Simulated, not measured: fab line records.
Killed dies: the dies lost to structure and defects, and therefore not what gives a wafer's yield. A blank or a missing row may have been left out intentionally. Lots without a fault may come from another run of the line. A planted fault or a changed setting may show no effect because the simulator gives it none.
fab line records	flow nand_harc	part 1 of 2: steps 1 to 38 of 39
record: lots: 7	wafers: 21	last_day: 24
route steps=1159 shown P_BONDPAD@366 A_START@389 A_ZERO_WELL@390 END@1159
lots that met no fault: from a run of the same line without faults
start_h: start of the lot's first displayed wafer, in hours after the record's first day	wait_h: hours since the lot's step before	" identical to the entry in the row above	L1.1+2: several wafers, shown together as one row	- value missing, or start not given	* or withheld: withheld	< > ~ a bound
route shown NAME@n: NAME is a module with steps in the file, n the number in the route of the first one	usual: average and standard deviation across the fault-free wafers	same: alike in all rows	chamber/n: place in a boat	sites: each site's reading	_std_site: their standard deviation	_edge_site: the outer-site mean with the inner-site mean subtracted	radius_mm: how far each site lies from the wafer's centre	mask NAME#n: copy n	behind: the most recent tool/chamber to have shaped the wafer	hold: cause of the lot's hold/its duration in hours/its outcome	device: the transistor (n, p or np) that didn't switch	end of line: tests run on the same wafers once the route is complete	a step with no rows: only its recipe	killed: count of dies lost to structure and defects at first sort (not the wafer's yield)	map: shows each die of a wafer: x if killed, . if not, _ if none is there
set.NAME: the setting as run; set.NAME@STEP: as run at that earlier step	model.NAME: the simulator's own value behind a step, which no gauge read
lots at some steps of the route; a table a step, a row a wafer
services: a tool's chamber out of use, with start hour (start_h, from the record's first day; less than 0 if before it), hours out, and reason
== steps ==
step: NHARC_P_BONDPAD_HARDBAKE_10
recipe: temp_c: 118	time_s: 65
step: NHARC_P_BONDPAD_DESCUM_11
recipe: time_s: 3	o2_flow_sccm: 200	ar_flow_sccm: 0	bias_power_w: 0	chemistry: O2
usual: drypump_motor_current_A: 5.7/0.35	mfc_ar_sccm: 0.011/0.013	o2_flow_sccm: 200.0/0.55	oes_product_au: 1.001/0.0067	rf_vpp_V: 57.7/1	showerhead_plenum_p_Torr: 1.90/0.083	throttle_valve_pct: 11.311/0.0098
same: time_s: 3
lot.wafer	tool	chamber	start_h	wait_h	drypump_motor_current_A	mfc_ar_sccm	o2_flow_sccm	oes_product_au	rf_hours_counter_h	rf_vpp_V	showerhead_plenum_p_Torr	throttle_valve_pct
L893.1	rie_diel-05	0	162.50	-	6.0	0.027	199.3	0.998	61	56.2	1.78	11.311
L893.4	"	1	"	"	6.0	0	199.8	0.991	64	56.8	1.91	11.308
L893.5	"	1	"	"	6.0	0	200.1	0.993	-	58.5	1.91	11.315
L895.3	rie_diel-06	2	173.18	-	5.2	0.002	200.4	1.009	10	57.5	1.99	11.320
L895.1	"	3	"	"	6.0	0	200.7	0.999	8	57.2	1.83	11.308
L895.6	"	2	"	"	5.2	0.002	199.5	1.008	-	58.2	1.99	11.313
L896.2	rie_diel-06	0	177.92	-	5.6	0.023	199.5	1.000	9	59.3	1.80	11.309
L896.3	"	1	"	"	5.9	0	199.3	1.003	11	57.7	1.92	11.311
L896.5	"	0	"	"	5.6	0.023	199.7	0.999	-	58.9	1.80	11.329
L903.3	rie_diel-06	3	208.70	-	6.0	0	198.5	0.996	11	57.1	1.83	11.302
L903.5	"	2	"	"	5.2	0.002	198.9	0.991	-	59.1	1.99	11.319
L903.6	"	3	"	"	6.0	0	199.3	0.997	-	57.2	1.83	11.303
L905.2	rie_diel-10	3	227.46	-	5.3	0.035	200.4	1.004	16	59.6	1.99	11.297
L905.3	"	2	"	"	6.1	0.044	198.4	1.008	15	57.8	2.02	11.318
L905.5	"	0	"	"	5.2	0.020	199.6	1.008	-	56.9	1.82	11.317
L908.2	rie_diel-06	2	236.51	-	5.2	0.002	200.2	1.000	16	57.7	1.99	11.298
L908.3	"	3	"	"	6.0	0	200.0	0.999	14	57.1	1.83	11.312
L908.6	"	3	"	"	6.0	0	199.0	1.002	-	59.0	1.83	11.312
L911.4	rie_diel-10	1	258.57	-	5.4	0.017	200.7	1.001	25	56.7	2.07	11.312
L911.2	"	2	"	"	6.1	0.044	199.8	1.010	24	58.5	2.02	11.315
L911.3	"	3	"	"	5.3	0.035	200.1	1.001	27	58.6	1.99	11.301
step: NHARC_P_BONDPAD_ETCH_37
recipe: target_depth_a: 600	overetch_a: 180	time_s: 65.91	ion_energy_ev: 200	n2_flow_sccm: 150	h2_flow_sccm: 150	ar_flow_sccm: 0	rf_w: 400	bias_w: 150	chemistry: N2/H2
step: NHARC_P_BONDPAD_ETCH_12
recipe: target_depth_a: 2000	time_s: 100	chf3_flow_sccm: 50	o2_flow_sccm: 10	ar_flow_sccm: 200	rf_w: 500	bias_w: 200	chemistry: CHF3/O2
step: NHARC_P_BONDPAD_CD_MEAS_13
usual: cd_nm: 499.9/1.4
lot.wafer	tool	chamber	start_h	wait_h	cd_nm
L893.1	cd_sem-03	-	162.81	-	502.4
L893.4	"	-	"	"	502.8
L893.5	"	-	"	"	499.7
L895.1	cd_sem-03	-	173.49	-	499.9
L895.3	"	-	"	"	500.6
L895.6	"	-	"	"	501.9
L896.2	cd_sem-02	-	178.23	-	501.1
L896.3	"	-	"	"	499.4
L896.5	"	-	"	"	498.3
L903.3	cd_sem-03	-	209.01	-	500.7
L903.5	"	-	"	"	499.5
L903.6	"	-	"	"	501.0
L905.2	cd_sem-01	-	227.84	-	497.4
L905.3	"	-	"	"	498.5
L905.5	"	-	"	"	500.0
L908.2	cd_sem-02	-	236.83	-	499.8
L908.3	"	-	"	"	498.8
L908.6	"	-	"	"	500.5
L911.2	cd_sem-02	-	259.36	-	500.5
L911.3	"	-	"	"	500.7
L911.4	"	-	"	"	499.8
step: NHARC_P_BONDPAD_STRIP_15
recipe: o2_flow_sccm: 500	ar_flow_sccm: 0	bias_w: 0	chemistry: O2
usual: drypump_motor_current_A: 5.6/0.39	mfc_ar_sccm: 0.011/0.012	o2_flow_sccm: 499.9/1.5	oes_product_au: 1.001/0.0072	rf_vpp_V: 57.7/0.96	showerhead_plenum_p_Torr: 3.49/0.13	throttle_valve_pct: 17.035/0.011
lot.wafer	tool	chamber	start_h	wait_h	drypump_motor_current_A	mfc_ar_sccm	o2_flow_sccm	oes_product_au	rf_hours_counter_h	rf_vpp_V	showerhead_plenum_p_Torr	throttle_valve_pct
L893.1	rie_diel-06	1	162.91	0.1	6.0	0	499.5	0.999	8	58.9	3.54	17.037
L893.4	"	0	"	"	5.6	0.023	501.5	1.001	-	56.6	3.34	17.028
L893.5	"	1	"	"	6.0	0	499.0	0.998	-	57.8	3.54	17.008
L895.1	rie_diel-06	2	173.56	0.1	5.2	0.002	497.3	1.003	10	57.0	3.66	17.031
L895.3	"	1	"	"	5.9	0	501.5	0.997	10	58.7	3.54	17.036
L895.6	"	2	"	"	5.2	0.002	499.0	1.009	-	58.2	3.66	17.053
L896.2	rie_diel-06	1	178.32	0.1	6.0	0	498.1	0.993	11	58.1	3.53	17.034
L896.3	"	2	"	"	5.2	0.002	500.9	0.984	10	58.3	3.66	17.050
L896.5	"	0	"	"	5.6	0.023	499.7	1.005	-	57.2	3.34	17.018
L903.3	rie_diel-06	3	209.11	0.1	6.0	0	499.7	1.001	11	56.6	3.39	17.033
L903.5	"	1	"	"	6.0	0	499.2	1.003	-	57.0	3.53	17.025
L903.6	"	2	"	"	5.2	0.002	499.6	1.000	-	56.5	3.66	17.037
L905.3	rie_diel-10	0	227.91	0.1	5.2	0.020	501.5	1.009	16	56.4	3.36	17.031
L905.2	"	2	"	"	6.1	0.044	500.0	1.010	15	57.9	3.72	17.043
L905.5	"	1	"	"	5.5	0.017	498.5	1.005	-	58.5	3.80	17.025
L908.2	rie_diel-05	2	236.90	0.1	5.3	0.013	504.3	1.003	21	59.7	3.56	17.047
L908.3	"	0	"	"	6.1	0.027	499.7	1.001	23	57.7	3.28	17.047
L908.6	"	3	"	"	5.0	0.012	499.4	1.006	-	57.1	3.46	17.026
L911.4	rie_diel-06	1	259.44	0.1	5.9	0	501.1	0.988	1	60.5	3.53	17.049
L911.2	"	3	"	"	6.0	0	498.5	0.997	1	57.4	3.39	17.033
L911.3	"	0	"	"	5.6	0.023	501.1	1.014	2	56.6	3.34	17.034
step: NHARC_P_BONDPAD_ETCH_24
recipe: target_depth_a: 300	over_etch_frac: 0.3	time_s: 72.99	ion_energy_ev: 150	cf4_flow_sccm: 50	n2_flow_sccm: 100	ar_flow_sccm: 150	rf_w: 300	bias_w: 100	chemistry: CF4/N2
step: NHARC_P_BONDPAD_STRIP_16
recipe: time_s: 600	temp_c: 30	chemistry: post_etch_residue_remover
step: NHARC_P_BONDPAD_DEGAS_25
recipe: temp_c: 300	time_s: 60
step: NHARC_P_BONDPAD_PRE_CLEAN_26
recipe: time_s: 30	temp_c: 280	gas: H2/He
step: NHARC_P_BONDPAD_PVD_17
recipe: target_thk_a: 50	bias_v: 168.6	power_w: 15000	chamber_pressure_pa: 0.12	time_s: 8.06	substrate_temp_c: 50	material: TaN
usual: throttle_valve_pct: 30.0/0.9
same: time_s: 8.06
lot.wafer	tool	chamber	start_h	wait_h	throttle_valve_pct
L893.1	pvd_sputter-03	-	-	-	31.2
L893.4	"	-	"	"	29.7
L893.5	"	-	"	"	31.1
L895.1	pvd_sputter-03	-	-	-	30.1
L895.3	"	-	"	"	31.5
L895.6	"	-	"	"	30.2
L896.3	pvd_sputter-03	-	-	-	30.2
L896.2	"	-	"	"	31.5
L896.5	"	-	"	"	29.8
L903.3	pvd_sputter-03	-	-	-	31.7
L903.5	"	-	"	"	30.0
L903.6	"	-	"	"	30.4
L905.2	pvd_sputter-03	-	-	-	29.7
L905.3	"	-	"	"	31.0
L905.5	"	-	"	"	29.9
L908.2	pvd_sputter-02	-	-	-	28.4
L908.3	"	-	"	"	29.0
L908.6	"	-	"	"	28.7
L911.2	pvd_sputter-01	-	-	-	29.3
L911.3	"	-	"	"	30.7
L911.4	"	-	"	"	30.0
step: NHARC_P_BONDPAD_PVD_27
recipe: target_thk_a: 300	chamber_pressure_pa: 5	power_w: 5000	substrate_temp_c: 30	time_s: 20.49	material: Cu
usual: throttle_valve_pct: 30.1/0.98
same: time_s: 20.49
lot.wafer	tool	chamber	start_h	wait_h	throttle_valve_pct
L893.1	pvd_sputter-03	-	-	-	31.5
L893.4	"	-	"	"	31.0
L893.5	"	-	"	"	29.7
L895.1	pvd_sputter-03	-	-	-	30.7
L895.3	"	-	"	"	31.4
L895.6	"	-	"	"	31.2
L896.2	pvd_sputter-03	-	-	-	31.7
L896.3	"	-	"	"	30.1
L896.5	"	-	"	"	31.0
L903.3	pvd_sputter-03	-	-	-	31.1
L903.5	"	-	"	"	31.6
L903.6	"	-	"	"	30.1
L905.3	pvd_sputter-03	-	-	-	31.4
L905.2	"	-	"	"	29.7
L905.5	"	-	"	"	31.8
L908.3	pvd_sputter-02	-	-	-	28.9
L908.2	"	-	"	"	29.6
L908.6	"	-	"	"	29.7
L911.3	pvd_sputter-01	-	-	-	29.4
L911.4	"	-	"	"	30.8
L911.2	"	-	"	"	29.6
step: NHARC_P_BONDPAD_ECD_18
recipe: target_thk_a: 4000	bath_temp_c: 25	material: Cu
lot.wafer	tool	chamber	start_h	wait_h
L893.1+4+5	ecd_cu-02	1,0,1	163.86	-
L895.1+3+6	ecd_cu-02	0,0,1	174.48	-
L896.2+3+5	ecd_cu-02	0	179.26	-
L903.3+5+6	ecd_cu-01	1,0,1	210.14	-
L905.2+3+5	ecd_cu-01	1,0,0	228.90	-
L908.2+3+6	ecd_cu-02	0,1,1	237.86	-
L911.2+3+4	ecd_cu-02	1,0,1	260.40	-
step: NHARC_P_BONDPAD_ANNEAL_28
recipe: temp_c: 225	time_s: 90
step: NHARC_P_BONDPAD_CMP_19
recipe: t_overpolish_s: 30	cu_recess_touch_s: 16	target_thk_nm: 160.81
usual: motor_current_A: 12.1/1.2	overpolish_run_s: 30.000/0.0092	slurry_filter_dp_kPa: 13.50/0.14
lot.wafer	tool	chamber	start_h	wait_h	motor_current_A	overpolish_run_s	slurry_filter_dp_kPa
L893.4	cmp-02	3	164.57	-	12.6	29.992	13.29
L893.1	"	0	"	"	12.4	29.988	13.77
L893.5	"	0	"	"	12.7	30.007	13.67
L895.3	cmp-01	3	175.20	-	10.7	30.000	13.70
L895.1	"	1	"	"	9.6	29.995	13.67
L895.6	"	0	"	"	13.9	30.007	13.22
L896.3	cmp-04	1	179.93	-	12.0	30.012	13.40
L896.2	"	0	"	"	11.5	30.002	13.74
L896.5	"	1	"	"	12.1	29.995	13.45
L903.3	cmp-04	3	210.80	-	13.9	30.000	13.43
L903.5	"	0	"	"	11.7	29.994	13.40
L903.6	"	1	"	"	12.6	30.010	13.61
L905.2	cmp-04	0	229.60	-	10.8	29.992	13.35
L905.3	"	1	"	"	12.0	29.983	13.61
L905.5	"	3	"	"	14.2	30.015	13.21
L908.3	cmp-02	2	238.61	-	11.4	30.021	13.57
L908.2	"	1	"	"	12.8	29.990	13.49
L908.6	"	3	"	"	12.8	30.001	13.25
L911.3	cmp-04	0	261.10	-	11.1	29.983	13.57
L911.4	"	1	"	"	12.3	30.002	13.45
L911.2	"	2	"	"	11.7	30.005	13.39
step: NHARC_P_BONDPAD_SRD_21
recipe: time_s: 30	temp_c: 23	dry_time_s: 20	spin_rpm: 1500
step: NHARC_P_BONDPAD_INSPECT_23
usual: raw_defect_count: 378/140
lot.wafer	tool	chamber	start_h	wait_h	raw_defect_count
L893.1	defect_inspect-01	-	165.15	0.1	396
L893.4	"	-	"	"	299
L893.5	"	-	"	"	233
L895.1	defect_inspect-01	-	175.76	0.0	533
L895.3	"	-	"	"	444
L895.6	"	-	"	"	467
L896.2	defect_inspect-01	-	180.49	0.0	327
L896.3	"	-	"	"	235
L896.5	"	-	"	"	477
L903.3	defect_inspect-02	-	211.24	0.0	317
L903.5	"	-	"	"	588
L903.6	"	-	"	"	239
L905.2	defect_inspect-02	-	230.13	0.1	296
L905.3	"	-	"	"	329
L905.5	"	-	"	"	422
L908.2	defect_inspect-01	-	239.14	0.0	279
L908.3	"	-	"	"	468
L908.6	"	-	"	"	556
L911.2	defect_inspect-01	-	261.62	0.0	282
L911.3	"	-	"	"	300
L911.4	"	-	"	"	284
step: NHARC_P_BONDPAD_ACTIVATE_29
recipe: time_s: 60	n2_flow_sccm: 200	ar_flow_sccm: 0	bias_power_w: 0	chemistry: N2
step: NHARC_P_BONDPAD_PRECLEAN_30
recipe: time_s: 300	temp_c: 23	chemistry: DIW
step: NHARC_P_BONDPAD_SRD_31
recipe: time_s: 30	temp_c: 23	dry_time_s: 20	spin_rpm: 1500
step: NHARC_A_START_INSPECT_01
usual: raw_defect_count: 3.6/1.9
lot.wafer	tool	chamber	start_h	wait_h	raw_defect_count
L893.5	defect_inspect-01	-	165.65	-	3
L895.3	defect_inspect-01	-	176.24	-	7
L895.6	"	-	"	"	2
L896.3	defect_inspect-02	-	180.95	-	3
L896.5	"	-	"	"	3
L903.3	defect_inspect-02	-	211.71	-	3
L903.5	"	-	"	"	7
L903.6	"	-	"	"	2
L905.2	defect_inspect-01	-	230.59	-	1
L905.3	"	-	"	"	6
L905.5	"	-	"	"	3
L908.2	defect_inspect-01	-	239.60	-	8
L908.3	"	-	"	"	4
L908.6	"	-	"	"	2
L911.2	defect_inspect-02	-	262.11	-	6
L911.3	"	-	"	"	2
L911.4	"	-	"	"	2
step: NHARC_A_ZERO_WELL_PRECLEAN_00
recipe: time_s: 600	temp_c: 120	chemistry: SPM
step: NHARC_A_ZERO_WELL_SRD_01
step: NHARC_A_ZERO_WELL_DEHYDRATE_02
recipe: temp_c: 150	time_s: 120
step: NHARC_A_ZERO_WELL_HMDS_03
recipe: time_s: 30
step: NHARC_A_ZERO_WELL_COAT_18
recipe: temp_c: 200	time_s: 65
step: NHARC_A_ZERO_WELL_COAT_04
recipe: spin_rpm: 2000	resist_thk_nm: 600
step: NHARC_A_ZERO_WELL_SOFTBAKE_05
recipe: temp_c: 125	time_s: 70
step: NHARC_A_ZERO_WELL_EBR_06
step: NHARC_A_ZERO_WELL_EXPOSE_07
recipe: na: 0.55	dose_mj: 33.85	mask_id: A_ZERO
step: NHARC_A_ZERO_WELL_PEB_08
recipe: peb_temp_c: 128	peb_time_s: 80
step: NHARC_A_ZERO_WELL_DEVELOP_09
recipe: time_s: 50	dev_temp_c: 22
step: NHARC_A_ZERO_WELL_CD_MEAS_10
recipe: target_cd_nm: 2000	landing_energy_ev: 500
usual: cd_nm: 2000.2/1.4
lot.wafer	tool	chamber	start_h	wait_h	cd_nm
L893.5	cd_sem-01	0	166.38	-	1999.7
L895.3	cd_sem-03	0	177.14	-	1999.4
L895.6	"	0	"	"	2000.1
L896.3	cd_sem-02	0	181.75	-	1999.3
L896.5	"	0	"	"	1999.0
L903.3	cd_sem-02	0	212.43	-	2001.3
L903.5	"	0	"	"	2000.0
L903.6	"	0	"	"	2001.7
L905.2	cd_sem-03	0	231.31	-	1998.0
L905.3	"	0	"	"	1997.3
L905.5	"	0	"	"	1997.9
L908.2	cd_sem-03	0	240.45	-	2001.0
L908.3	"	0	"	"	1999.8
L908.6	"	0	"	"	2001.3
L911.2	cd_sem-01	0	262.96	-	1999.2
L911.3	"	0	"	"	1999.1
L911.4	"	0	"	"	1996.2
step: NHARC_A_ZERO_WELL_HARDBAKE_11
recipe: temp_c: 118	time_s: 65
step: NHARC_A_ZERO_WELL_DESCUM_12
recipe: time_s: 3	o2_flow_sccm: 200	ar_flow_sccm: 0	bias_power_w: 0	chemistry: O2
step: NHARC_A_ZERO_WELL_ETCH_19
recipe: target_depth_a: 800	overetch_a: 240	time_s: 87.88	ion_energy_ev: 200	n2_flow_sccm: 150	h2_flow_sccm: 150	ar_flow_sccm: 0	rf_w: 400	bias_w: 150	chemistry: N2/H2
step: NHARC_A_ZERO_WELL_ETCH_13
recipe: target_depth_a: 1200	time_s: 40.1	hbr_flow_sccm: 150	cl2_flow_sccm: 50	rf_w: 400	icp_w: 400	bias_w: 100	chemistry: HBr/Cl2
step: NHARC_A_ZERO_WELL_STRIP_14
recipe: time_s: 900	temp_c: 130	chemistry: SPM
